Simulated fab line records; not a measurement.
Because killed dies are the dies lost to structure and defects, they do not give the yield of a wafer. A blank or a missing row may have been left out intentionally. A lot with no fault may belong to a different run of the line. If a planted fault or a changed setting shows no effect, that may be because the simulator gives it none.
Which tool did it? / flow n5-finfet / Sampling: 9 lots, 27 wafers, 5 of 1938 route steps

WHAT THE GAUGES SHOWED, per wafer
The record holds no reading of a measuring or inspecting step that can be judged against a usual standard deviation.

TOOL THAT RAN EACH LOT (tool first, then ch and the chambers of the sampled wafers, then the start)
lot=L943; N5_BEOL_M7_ETCH_66=rie-diel-06 ch 0,1, day 10 09:20; N5_BEOL_M7_VIA_ETCH_34=rie-diel-06 ch 0,1, day 10 09:26; N5_BEOL_M7_ETCH_41=rie-diel-06 ch 0,1, day 10 09:34; N5_BEOL_M7_STRIP_80=rie-diel-06 ch 0,1, no start; N5_PASSIVATION_PROBE_49=-
lot=L944; N5_BEOL_M7_ETCH_66=rie-diel-06 ch 0,1,3, day 10 22:32; N5_BEOL_M7_VIA_ETCH_34=rie-diel-06 ch 0,1,3, day 10 22:38; N5_BEOL_M7_ETCH_41=rie-diel-06 ch 0,1,3, day 10 22:45; N5_BEOL_M7_STRIP_80=rie-diel-06 ch 0,1,3, no start; N5_PASSIVATION_PROBE_49=-
lot=L947; N5_BEOL_M7_ETCH_66=rie-diel-06 ch 0,1,2, day 11 18:58; N5_BEOL_M7_VIA_ETCH_34=rie-diel-06 ch 0,1,2, day 11 19:04; N5_BEOL_M7_ETCH_41=rie-diel-06 ch 0,1,2, day 11 19:11; N5_BEOL_M7_STRIP_80=rie-diel-06 ch 0,1,2, no start; N5_PASSIVATION_PROBE_49=-
lot=L952; N5_BEOL_M7_ETCH_66=rie-diel-06 ch 1,2,3, day 14 03:34; N5_BEOL_M7_VIA_ETCH_34=rie-diel-06 ch 1,2,3, day 14 03:40; N5_BEOL_M7_ETCH_41=rie-diel-06 ch 1,2,3, day 14 03:48; N5_BEOL_M7_STRIP_80=rie-diel-06 ch 1,2,3, day 17 06:01 or earlier; N5_PASSIVATION_PROBE_49=prober-01, day 17 06:01
lot=L955; N5_BEOL_M7_ETCH_66=rie-diel-03 ch 0,1,2, day 14 12:44; N5_BEOL_M7_VIA_ETCH_34=rie-diel-03 ch 0,1,2, day 14 12:50; N5_BEOL_M7_ETCH_41=rie-diel-03 ch 0,1,2, day 14 12:58; N5_BEOL_M7_STRIP_80=rie-diel-03 ch 0,1,2, no start; N5_PASSIVATION_PROBE_49=-
lot=L954; N5_BEOL_M7_ETCH_66=rie-diel-03 ch 1,2,3, day 15 00:04; N5_BEOL_M7_VIA_ETCH_34=rie-diel-03 ch 1,2,3, day 15 00:10; N5_BEOL_M7_ETCH_41=rie-diel-03 ch 1,2,3, day 15 00:17; N5_BEOL_M7_STRIP_80=rie-diel-03 ch 1,2,3, no start; N5_PASSIVATION_PROBE_49=-
lot=L959; N5_BEOL_M7_ETCH_66=rie-diel-03 ch 0,1,2, day 15 17:37; N5_BEOL_M7_VIA_ETCH_34=rie-diel-03 ch 0,1,2, day 15 17:43; N5_BEOL_M7_ETCH_41=rie-diel-03 ch 0,1,2, day 15 17:50; N5_BEOL_M7_STRIP_80=rie-diel-03 ch 0,1,2, no start; N5_PASSIVATION_PROBE_49=-
lot=L958; N5_BEOL_M7_ETCH_66=rie-diel-03 ch 0,1, day 16 01:00; N5_BEOL_M7_VIA_ETCH_34=rie-diel-03 ch 0,1, day 16 01:06; N5_BEOL_M7_ETCH_41=rie-diel-03 ch 0,1, day 16 01:13; N5_BEOL_M7_STRIP_80=rie-diel-03 ch 0,1, no start; N5_PASSIVATION_PROBE_49=-
lot=L963; N5_BEOL_M7_ETCH_66=rie-diel-02 ch 0,1, day 16 15:24; N5_BEOL_M7_VIA_ETCH_34=rie-diel-02 ch 0,1, day 16 15:30; N5_BEOL_M7_ETCH_41=rie-diel-02 ch 0,1, day 16 15:38; N5_BEOL_M7_STRIP_80=rie-diel-02 ch 0,1, no start; N5_PASSIVATION_PROBE_49=-
- N5_BEOL_M7_ETCH_66: etches SOC in N2/H2, target depth 80 nm, overetch 16 nm, time 120 s.
- N5_BEOL_M7_VIA_ETCH_34: etches SiCOH lowk in C4F6/O2, target depth 125.5 nm, time 50.5 s.
- N5_BEOL_M7_ETCH_41: etches SiCN in CH3F/O2, target depth 31.9 nm, time 57.8 s.
- N5_BEOL_M7_STRIP_80: strips in N2/H2, time 10 s.
- N5_PASSIVATION_PROBE_49

WHAT THE TOOLS THEMSELVES READ (means of the sampled wafers that have a number; where no wafer has one, the mark that the record gives instead)
N5_BEOL_M7_ETCH_66. Usual: for bias-w, 150.0 W with a standard deviation of 0.45; for chamber-pressure-mTorr, 29.998 mTorr with a standard deviation of 0.028; for drypump-motor-current-A, 5.6 A with a standard deviation of 0.48; for oes-product-au, 0.62 a.u. with a standard deviation of 0.069; for rf-vpp-V, 524.2 V with a standard deviation of 2.7; for showerhead-plenum-p-Torr, 2.55 Torr with a standard deviation of 0.097; for throttle-valve-pct, 17.79 % with a standard deviation of 0.24.
lot=L943; tool=rie-diel-06; bias-w (W)=150.1; chamber-pressure-mTorr (mTorr)=30.012; drypump-motor-current-A (A)=5.3; oes-product-au (a.u.)=0.65; rf-vpp-V (V)=524.2; showerhead-plenum-p-Torr (Torr)=2.53; throttle-valve-pct (%)=17.78; flag=
lot=L944; tool=rie-diel-06; bias-w (W)=150.0; chamber-pressure-mTorr (mTorr)=29.996; drypump-motor-current-A (A)=5.4; oes-product-au (a.u.)=0.59; rf-vpp-V (V)=524.9; showerhead-plenum-p-Torr (Torr)=2.54; throttle-valve-pct (%)=17.97; flag=
lot=L947; tool=rie-diel-06; bias-w (W)=150.3; chamber-pressure-mTorr (mTorr)=29.998; drypump-motor-current-A (A)=5.7; oes-product-au (a.u.)=0.59; rf-vpp-V (V)=522.8; showerhead-plenum-p-Torr (Torr)=2.51; throttle-valve-pct (%)=17.82; flag=
lot=L952; tool=rie-diel-06; bias-w (W)=150.2; chamber-pressure-mTorr (mTorr)=29.997; drypump-motor-current-A (A)=5.9; oes-product-au (a.u.)=0.53; rf-vpp-V (V)=524.0; showerhead-plenum-p-Torr (Torr)=2.52; throttle-valve-pct (%)=18.01; flag=
lot=L955; tool=rie-diel-03; bias-w (W)=150.0; chamber-pressure-mTorr (mTorr)=30.011; drypump-motor-current-A (A)=5.3; oes-product-au (a.u.)=0.68; rf-vpp-V (V)=525.3; showerhead-plenum-p-Torr (Torr)=2.59; throttle-valve-pct (%)=17.66; flag=
lot=L954; tool=rie-diel-03; bias-w (W)=149.7; chamber-pressure-mTorr (mTorr)=29.991; drypump-motor-current-A (A)=5.6; oes-product-au (a.u.)=0.68; rf-vpp-V (V)=527.0; showerhead-plenum-p-Torr (Torr)=2.66; throttle-valve-pct (%)=17.68; flag=
lot=L959; tool=rie-diel-03; bias-w (W)=150.4; chamber-pressure-mTorr (mTorr)=30.000; drypump-motor-current-A (A)=5.3; oes-product-au (a.u.)=0.67; rf-vpp-V (V)=525.0; showerhead-plenum-p-Torr (Torr)=2.59; throttle-valve-pct (%)=17.67; flag=
lot=L958; tool=rie-diel-03; bias-w (W)=150.4; chamber-pressure-mTorr (mTorr)=29.977; drypump-motor-current-A (A)=5.2; oes-product-au (a.u.)=0.64; rf-vpp-V (V)=523.6; showerhead-plenum-p-Torr (Torr)=2.51; throttle-valve-pct (%)=17.64; flag=
lot=L963; tool=rie-diel-02; bias-w (W)=150.1; chamber-pressure-mTorr (mTorr)=30.012; drypump-motor-current-A (A)=5.8; oes-product-au (a.u.)=0.63; rf-vpp-V (V)=522.2; showerhead-plenum-p-Torr (Torr)=2.50; throttle-valve-pct (%)=17.69; flag=

N5_BEOL_M7_VIA_ETCH_34. Usual: for bias-w, 185.0 W with a standard deviation of 0.57; for chamber-pressure-mTorr, 29.997 mTorr with a standard deviation of 0.025; for drypump-motor-current-A, 5.6 A with a standard deviation of 0.48; for oes-product-au, 0.81 a.u. with a standard deviation of 0.094; for rf-vpp-V, 665 V with a standard deviation of 6.7; for showerhead-plenum-p-Torr, 2.86 Torr with a standard deviation of 0.095; for throttle-valve-pct, 20.90 % with a standard deviation of 0.22.
lot=L943; tool=rie-diel-06; bias-w (W)=185.3; chamber-pressure-mTorr (mTorr)=30.000; drypump-motor-current-A (A)=5.3; oes-product-au (a.u.)=0.84; rf-vpp-V (V)=663; showerhead-plenum-p-Torr (Torr)=2.85; throttle-valve-pct (%)=20.93; flag=
lot=L944; tool=rie-diel-06; bias-w (W)=184.9; chamber-pressure-mTorr (mTorr)=30.002; drypump-motor-current-A (A)=5.4; oes-product-au (a.u.)=0.76; rf-vpp-V (V)=664; showerhead-plenum-p-Torr (Torr)=2.85; throttle-valve-pct (%)=21.10; flag=
lot=L947; tool=rie-diel-06; bias-w (W)=185.0; chamber-pressure-mTorr (mTorr)=29.975; drypump-motor-current-A (A)=5.7; oes-product-au (a.u.)=0.77; rf-vpp-V (V)=662; showerhead-plenum-p-Torr (Torr)=2.82; throttle-valve-pct (%)=20.92; flag=
lot=L952; tool=rie-diel-06; bias-w (W)=185.3; chamber-pressure-mTorr (mTorr)=29.997; drypump-motor-current-A (A)=5.9; oes-product-au (a.u.)=0.69; rf-vpp-V (V)=663; showerhead-plenum-p-Torr (Torr)=2.82; throttle-valve-pct (%)=21.12; flag=
lot=L955; tool=rie-diel-03; bias-w (W)=184.7; chamber-pressure-mTorr (mTorr)=29.988; drypump-motor-current-A (A)=5.4; oes-product-au (a.u.)=0.89; rf-vpp-V (V)=669; showerhead-plenum-p-Torr (Torr)=2.90; throttle-valve-pct (%)=20.77; flag=
lot=L954; tool=rie-diel-03; bias-w (W)=185.4; chamber-pressure-mTorr (mTorr)=30.008; drypump-motor-current-A (A)=5.6; oes-product-au (a.u.)=0.90; rf-vpp-V (V)=672; showerhead-plenum-p-Torr (Torr)=2.97; throttle-valve-pct (%)=20.74; flag=
lot=L959; tool=rie-diel-03; bias-w (W)=185.2; chamber-pressure-mTorr (mTorr)=30.006; drypump-motor-current-A (A)=5.3; oes-product-au (a.u.)=0.88; rf-vpp-V (V)=669; showerhead-plenum-p-Torr (Torr)=2.90; throttle-valve-pct (%)=20.77; flag=
lot=L958; tool=rie-diel-03; bias-w (W)=184.6; chamber-pressure-mTorr (mTorr)=30.004; drypump-motor-current-A (A)=5.2; oes-product-au (a.u.)=0.83; rf-vpp-V (V)=666; showerhead-plenum-p-Torr (Torr)=2.82; throttle-valve-pct (%)=20.77; flag=
lot=L963; tool=rie-diel-02; bias-w (W)=185.4; chamber-pressure-mTorr (mTorr)=29.998; drypump-motor-current-A (A)=5.8; oes-product-au (a.u.)=0.83; rf-vpp-V (V)=658; showerhead-plenum-p-Torr (Torr)=2.81; throttle-valve-pct (%)=20.85; flag=

N5_BEOL_M7_ETCH_41. Usual: for bias-w, 74.99 W with a standard deviation of 0.23; for chamber-pressure-mTorr, 30.002 mTorr with a standard deviation of 0.028; for drypump-motor-current-A, 5.6 A with a standard deviation of 0.48; for oes-product-au, 0.80 a.u. with a standard deviation of 0.094; for rf-vpp-V, 297.5 V with a standard deviation of 1.7; for showerhead-plenum-p-Torr, 2.01 Torr with a standard deviation of 0.071; for throttle-valve-pct, 16.31 % with a standard deviation of 0.24.
lot=L943; tool=rie-diel-06; bias-w (W)=75.16; chamber-pressure-mTorr (mTorr)=30.025; drypump-motor-current-A (A)=5.3; oes-product-au (a.u.)=0.84; rf-vpp-V (V)=297.3; showerhead-plenum-p-Torr (Torr)=2.00; throttle-valve-pct (%)=16.33; flag=
lot=L944; tool=rie-diel-06; bias-w (W)=74.92; chamber-pressure-mTorr (mTorr)=29.975; drypump-motor-current-A (A)=5.4; oes-product-au (a.u.)=0.76; rf-vpp-V (V)=296.9; showerhead-plenum-p-Torr (Torr)=2.01; throttle-valve-pct (%)=16.51; flag=
lot=L947; tool=rie-diel-06; bias-w (W)=75.09; chamber-pressure-mTorr (mTorr)=29.998; drypump-motor-current-A (A)=5.8; oes-product-au (a.u.)=0.77; rf-vpp-V (V)=295.6; showerhead-plenum-p-Torr (Torr)=1.98; throttle-valve-pct (%)=16.37; flag=
lot=L952; tool=rie-diel-06; bias-w (W)=67.57; chamber-pressure-mTorr (mTorr)=30.008; drypump-motor-current-A (A)=5.8; oes-product-au (a.u.)=0.68; rf-vpp-V (V)=277.9; showerhead-plenum-p-Torr (Torr)=1.98; throttle-valve-pct (%)=16.57; flag=OFF
lot=L955; tool=rie-diel-03; bias-w (W)=75.03; chamber-pressure-mTorr (mTorr)=30.010; drypump-motor-current-A (A)=5.3; oes-product-au (a.u.)=0.89; rf-vpp-V (V)=298.7; showerhead-plenum-p-Torr (Torr)=2.04; throttle-valve-pct (%)=16.15; flag=
lot=L954; tool=rie-diel-03; bias-w (W)=74.95; chamber-pressure-mTorr (mTorr)=29.992; drypump-motor-current-A (A)=5.6; oes-product-au (a.u.)=0.90; rf-vpp-V (V)=297.8; showerhead-plenum-p-Torr (Torr)=2.09; throttle-valve-pct (%)=16.12; flag=
lot=L959; tool=rie-diel-03; bias-w (W)=75.05; chamber-pressure-mTorr (mTorr)=30.004; drypump-motor-current-A (A)=5.3; oes-product-au (a.u.)=0.87; rf-vpp-V (V)=298.1; showerhead-plenum-p-Torr (Torr)=2.04; throttle-valve-pct (%)=16.16; flag=
lot=L958; tool=rie-diel-03; bias-w (W)=74.97; chamber-pressure-mTorr (mTorr)=30.013; drypump-motor-current-A (A)=5.2; oes-product-au (a.u.)=0.83; rf-vpp-V (V)=296.2; showerhead-plenum-p-Torr (Torr)=1.98; throttle-valve-pct (%)=16.17; flag=
lot=L963; tool=rie-diel-02; bias-w (W)=75.01; chamber-pressure-mTorr (mTorr)=30.011; drypump-motor-current-A (A)=5.8; oes-product-au (a.u.)=0.83; rf-vpp-V (V)=297.1; showerhead-plenum-p-Torr (Torr)=1.98; throttle-valve-pct (%)=16.22; flag=

N5_BEOL_M7_STRIP_80. Usual: chamber-pressure-mTorr 20.002 mTorr, standard deviation 0.021; drypump-motor-current-A 5.6 A, standard deviation 0.48; oes-product-au 0.81 a.u., standard deviation 0.095; rf-vpp-V 59.2 V, standard deviation 0.94; showerhead-plenum-p-Torr 2.55 Torr, standard deviation 0.097; throttle-valve-pct 23.62 %, standard deviation 0.25.
lot=L943; tool=rie-diel-06; chamber-pressure-mTorr (mTorr)=20.011; drypump-motor-current-A (A)=5.3; oes-product-au (a.u.)=0.85; rf-vpp-V (V)=58.9; showerhead-plenum-p-Torr (Torr)=2.53; throttle-valve-pct (%)=23.64; flag=
lot=L944; tool=rie-diel-06; chamber-pressure-mTorr (mTorr)=20.013; drypump-motor-current-A (A)=5.4; oes-product-au (a.u.)=0.76; rf-vpp-V (V)=60.0; showerhead-plenum-p-Torr (Torr)=2.54; throttle-valve-pct (%)=23.79; flag=
lot=L947; tool=rie-diel-06; chamber-pressure-mTorr (mTorr)=20.002; drypump-motor-current-A (A)=5.7; oes-product-au (a.u.)=0.77; rf-vpp-V (V)=58.9; showerhead-plenum-p-Torr (Torr)=2.50; throttle-valve-pct (%)=23.63; flag=
lot=L952; tool=rie-diel-06; chamber-pressure-mTorr (mTorr)=19.985; drypump-motor-current-A (A)=5.8; oes-product-au (a.u.)=0.69; rf-vpp-V (V)=59.5; showerhead-plenum-p-Torr (Torr)=2.51; throttle-valve-pct (%)=23.79; flag=
lot=L955; tool=rie-diel-03; chamber-pressure-mTorr (mTorr)=20.025; drypump-motor-current-A (A)=5.4; oes-product-au (a.u.)=0.89; rf-vpp-V (V)=58.3; showerhead-plenum-p-Torr (Torr)=2.59; throttle-valve-pct (%)=23.55; flag=
lot=L954; tool=rie-diel-03; chamber-pressure-mTorr (mTorr)=20.006; drypump-motor-current-A (A)=5.6; oes-product-au (a.u.)=0.91; rf-vpp-V (V)=59.0; showerhead-plenum-p-Torr (Torr)=2.66; throttle-valve-pct (%)=23.59; flag=
lot=L959; tool=rie-diel-03; chamber-pressure-mTorr (mTorr)=20.005; drypump-motor-current-A (A)=5.4; oes-product-au (a.u.)=0.88; rf-vpp-V (V)=59.5; showerhead-plenum-p-Torr (Torr)=2.58; throttle-valve-pct (%)=23.56; flag=
lot=L958; tool=rie-diel-03; chamber-pressure-mTorr (mTorr)=20.006; drypump-motor-current-A (A)=5.2; oes-product-au (a.u.)=0.83; rf-vpp-V (V)=58.2; showerhead-plenum-p-Torr (Torr)=2.50; throttle-valve-pct (%)=23.48; flag=
lot=L963; tool=rie-diel-02; chamber-pressure-mTorr (mTorr)=20.056; drypump-motor-current-A (A)=5.9; oes-product-au (a.u.)=0.83; rf-vpp-V (V)=58.8; showerhead-plenum-p-Torr (Torr)=2.50; throttle-valve-pct (%)=23.58; flag=

N5_PASSIVATION_PROBE_49. Usual: defect-limited-yield 91.6 %, standard deviation 1.6; killed_at_M0_to_M3 32, standard deviation 9.7; killed_at_M4_up 13, standard deviation 4.4; killed-at-contacts 12, standard deviation 6.5; killed-at-front-end 38, standard deviation 12; killed-at-other 3.7, standard deviation 3; killed-dies 99, standard deviation 18; killed-open 66, standard deviation 14; killed-short 32, standard deviation 7.5; sort_bin_5_function 4.9 %, standard deviation 1; sort_bin_6_memory 3.2 %, standard deviation 0.73; sort-n-pass 1081, standard deviation 18; sort-yield-pct 91.6 %, standard deviation 1.6.
lot=L952; tool=prober-01; defect-limited-yield (%)=94.3; killed_at_M0_to_M3=22; killed_at_M4_up=6; killed-at-contacts=7; killed-at-front-end=30; killed-at-other=2.0; killed-dies=67; killed-open=48; killed-short=19; sort_bin_5_function (%)=3.4; sort_bin_6_memory (%)=2.0; sort-n-pass=1113; sort-yield-pct (%)=94.3; flag=

THE ANSWER, worked out from the rows above alone
Rule: take the mean of a lot's wafers that have a number; if it is more than 3 standard deviations from the usual mean, the lot is off. A lot without any number at a reading at which 4 lots or more have one is off too. Any other lot the step has rows for is counted as sound. After the gauges, taken in route order, come the tools' own readings; for these a lot's mean is taken, as printed above. The first step at which some lot is off is used, and at that step the reading that is off furthest; a lot without a number counts as furthest.
Off: L952 (N5_BEOL_M7_ETCH_41, bias-w).
A tool fits if, at that step or a process step before it, it ran every lot that is off, and no sound lot after the first of them. One candidate fits, namely rie-diel-06 at N5_BEOL_M7_ETCH_66 and N5_BEOL_M7_VIA_ETCH_34 and N5_BEOL_M7_ETCH_41. At N5_BEOL_M7_ETCH_66 its last sound lot is L947 (day 11 18:58), its first lot that is off L952 (day 14 03:34): a fault that began between those two fits.

WHAT HAD BEEN PUT IN BY THE SIMULATOR
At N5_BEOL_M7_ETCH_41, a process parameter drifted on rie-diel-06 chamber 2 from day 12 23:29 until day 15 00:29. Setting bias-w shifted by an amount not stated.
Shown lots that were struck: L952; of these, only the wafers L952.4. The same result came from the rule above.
